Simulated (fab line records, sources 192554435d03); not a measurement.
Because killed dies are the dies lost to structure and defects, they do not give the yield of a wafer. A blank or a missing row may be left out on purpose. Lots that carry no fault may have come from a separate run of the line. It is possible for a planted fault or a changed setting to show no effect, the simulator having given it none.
Chamber matching ; flow n5_finfet ; N5_BEOL_M15_DESCUM_33 on rie_diel-02: 4 sister chambers
The step chemistry O2, time 7.9 s. 4 wafers are shown with their chamber, then 8 later ones without.

## WAFERS, EACH WITH ITS CHAMBER
wafer;chamber;drypump_motor_current_A (A)
L079.4;2;5.83
L092.4;3;5.31
L092.6;0;5.09
L093.1;1;5.67

## WAFERS MISSING THEIR CHAMBER
wafer;drypump_motor_current_A (A)
L093.4;5.10
L093.6;5.35
L097.1;5.36
L097.2;5.82
L097.3;5.65
L095.3;5.85
L095.5;5.87
L095.6;5.39

## WHICH CHAMBER EACH ONE RAN IN
wafer;from the rows above;in truth
L093.4;0;0
L093.6;3;3
L097.1;3;3
L097.2;2;2
L097.3;1;1
L095.3;2;2
L095.5;2;2
L095.6;3;3
Correctly placed: 8 of 8. Left unplaced by these rows: 0. Placed wrongly: 0.
How it was worked out, from the rows above alone: a wafer's distance from a chamber is the root of the sum, over the readings, of the square of ((its reading less the chamber's mean) divided by the reading's scatter). The wafer belongs to the nearest chamber; if the next one is less than 2 further off, it can't be placed. Each chamber's mean is taken over the wafers shown for it. The scatter: root of mean squared gap, hidden wafer to nearest shown wafer, with one shown wafer a chamber.
